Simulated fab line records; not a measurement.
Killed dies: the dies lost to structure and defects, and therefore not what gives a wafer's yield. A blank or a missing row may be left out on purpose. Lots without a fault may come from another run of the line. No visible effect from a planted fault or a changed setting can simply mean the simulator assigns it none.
A single fault, viewed from 3 desks || flow n5-finfet || each desk has only its own numbers; what lay behind them comes last

== THE DEFECT DESK ==
Inspection counts along the route, by lot: the mean over sampled wafers that carry a number. Any lot whose mean is over 4 standard deviations away from the usual mean is out of limits and marked OUT; that distance is given in the brackets.
Columns: A = raw-defect-count at N5_BEOL_M7_INSPECT_13, usual 420
{"lot": "L441", "first seen here": "day 8 23:23", "A": 406}
{"lot": "L451", "first seen here": "day 11 03:04", "A": 459}
{"lot": "L458", "first seen here": "day 13 02:21", "A": 388}
{"lot": "L457", "first seen here": "day 13 22:53", "A": 476}
{"lot": "L459", "first seen here": "day 14 06:59", "A": 392}
{"lot": "L464", "first seen here": "day 16 00:00", "A": 369}
This desk found nothing out of limits on any of the 6 lots.

== THE METROLOGY DESK ==
Means of the sampled wafers that have a number, per lot and without regard to the tool the lot ran on: this is what the gauges read. Any lot whose mean is over 4 standard deviations away from the usual mean is out of limits and marked OUT; that distance is given in the brackets.
Columns: A = cd-nm at N5_BEOL_M7_CD_MEAS_11, usual 38.3 nm; B = M7_OVL at N5_BEOL_M7_OVL_MEAS_12, usual 0.5 nm
{"lot": "L441", "first seen here": "day 8 23:20", "A": 37.8, "B": 1.1}
{"lot": "L451", "first seen here": "day 11 03:00", "A": 38.4, "B": 0.2}
{"lot": "L458", "first seen here": "day 13 02:17", "A": 38.1, "B": 1.1}
{"lot": "L457", "first seen here": "day 13 22:50", "A": 38.7, "B": 0.2}
{"lot": "L459", "first seen here": "day 14 06:56", "A": 38.9, "B": 0.6}
{"lot": "L464", "first seen here": "day 15 23:57", "A": 38.3, "B": 0.3}
This desk found nothing out of limits on any of the 6 lots.

== DESK OF THE TOOL OWNER: rie-metal-02 ==
The tool's own readings at N5_BEOL_M7_HM_OPEN_17 (chemistry Cl2/BCl3, target TiN, target depth 20 nm, overetch 6 nm): means of the sampled wafers that have a number, for each lot that ran on this tool. Any lot whose mean is over 4 standard deviations away from the usual mean is out of limits and marked OUT; that distance is given in the brackets.
Columns: A = drypump-motor-current-A at N5_BEOL_M7_HM_OPEN_17, usual 6.00 A; B = oes-product-au at N5_BEOL_M7_HM_OPEN_17, usual 0.70 a.u.; C = throttle-valve-pct at N5_BEOL_M7_HM_OPEN_17, usual 22.04 %
{"lot": "L441", "first seen here": "day 8 23:41", "A": 6.26, "B": 0.57, "C": 21.89}
{"lot": "L458", "first seen here": "day 13 02:40", "A": 6.08, "B": 0.61, "C": 21.99}
{"lot": "L459", "first seen here": "day 14 07:21", "A": 6.08, "B": 0.61, "C": 21.98}
This desk found nothing out of limits on any of the 3 lots.

== BROUGHT TOGETHER ==
No out-of-limits result turned up at the defect desk.
At the metrology desk, nothing out of limits was observed.
The tool owner's desk saw nothing out of limits.

== WHAT WAS PUT IN BY THE SIMULATOR ==
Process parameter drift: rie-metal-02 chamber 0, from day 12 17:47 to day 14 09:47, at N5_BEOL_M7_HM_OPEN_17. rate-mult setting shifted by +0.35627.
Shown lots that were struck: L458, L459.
